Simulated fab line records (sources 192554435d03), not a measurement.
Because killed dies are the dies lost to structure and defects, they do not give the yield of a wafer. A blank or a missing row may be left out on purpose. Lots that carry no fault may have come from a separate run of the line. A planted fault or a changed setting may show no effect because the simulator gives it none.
Matching of chambers :: flow n5_finfet :: N5_BEOL_M15_ETCH_59 on rie_diel-03: 4 sister chambers
The step etches BARC in N2/H2, target depth 89 nm, overetch 26.7 nm, time 67.9 s. 8 wafers are shown with their chamber, then 8 later ones without.

== WAFERS WITH THEIR CHAMBER ==
wafer: L081.4
chamber: 3
showerhead_plenum_p_Torr (Torr): 2.55
throttle_valve_pct (%): 17.75

wafer: L081.6
chamber: 0
showerhead_plenum_p_Torr (Torr): 2.62
throttle_valve_pct (%): 18.01

wafer: L088.1
chamber: 1
showerhead_plenum_p_Torr (Torr): 2.61
throttle_valve_pct (%): 17.99

wafer: L088.3
chamber: 0
showerhead_plenum_p_Torr (Torr): 2.62
throttle_valve_pct (%): 18.02

wafer: L093.1
chamber: 3
showerhead_plenum_p_Torr (Torr): 2.54
throttle_valve_pct (%): 17.78

wafer: L093.4
chamber: 2
showerhead_plenum_p_Torr (Torr): 2.47
throttle_valve_pct (%): 17.36

wafer: L093.6
chamber: 1
showerhead_plenum_p_Torr (Torr): 2.61
throttle_valve_pct (%): 17.57

wafer: L094.1
chamber: 2
showerhead_plenum_p_Torr (Torr): 2.47
throttle_valve_pct (%): 17.38

== WAFERS MISSING THEIR CHAMBER ==
wafer: L094.2
showerhead_plenum_p_Torr (Torr): 2.54
throttle_valve_pct (%): 17.78

wafer: L094.3
showerhead_plenum_p_Torr (Torr): 2.61
throttle_valve_pct (%): 18.06

wafer: L095.2
showerhead_plenum_p_Torr (Torr): 2.60
throttle_valve_pct (%): 17.57

wafer: L095.3
showerhead_plenum_p_Torr (Torr): 2.46
throttle_valve_pct (%): 17.37

wafer: L095.6
showerhead_plenum_p_Torr (Torr): 2.46
throttle_valve_pct (%): 17.38

wafer: L096.1
showerhead_plenum_p_Torr (Torr): 2.54
throttle_valve_pct (%): 17.82

wafer: L096.3
showerhead_plenum_p_Torr (Torr): 2.46
throttle_valve_pct (%): 17.39

wafer: L096.5
showerhead_plenum_p_Torr (Torr): 2.54
throttle_valve_pct (%): 17.80

== THE CHAMBER EACH PASSED THROUGH ==
wafer: L094.2
from the rows above: 3
in truth: 3

wafer: L094.3
from the rows above: can't be placed: 1 or 0
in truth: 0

wafer: L095.2
from the rows above: 1
in truth: 1

wafer: L095.3
from the rows above: 2
in truth: 2

wafer: L095.6
from the rows above: 2
in truth: 2

wafer: L096.1
from the rows above: 3
in truth: 3

wafer: L096.3
from the rows above: 2
in truth: 2

wafer: L096.5
from the rows above: 3
in truth: 3
Correct placement for 7 of the 8. Unplaceable from these rows: 1, with the true chamber sitting among the candidates in 1. Wrongly placed: 0.
How it was worked out, from the rows above alone: a wafer's distance from a chamber is the root of the sum, over the readings, of the square of ((its reading less the chamber's mean) divided by the reading's scatter). The wafer belongs to the nearest chamber; if the next one is less than 2 further off, it can't be placed. A chamber's mean is the mean of its shown wafers. The scatter: the root of (the sum of the squares of (reading less its chamber's mean) over the shown wafers, divided by (wafers less chambers)).
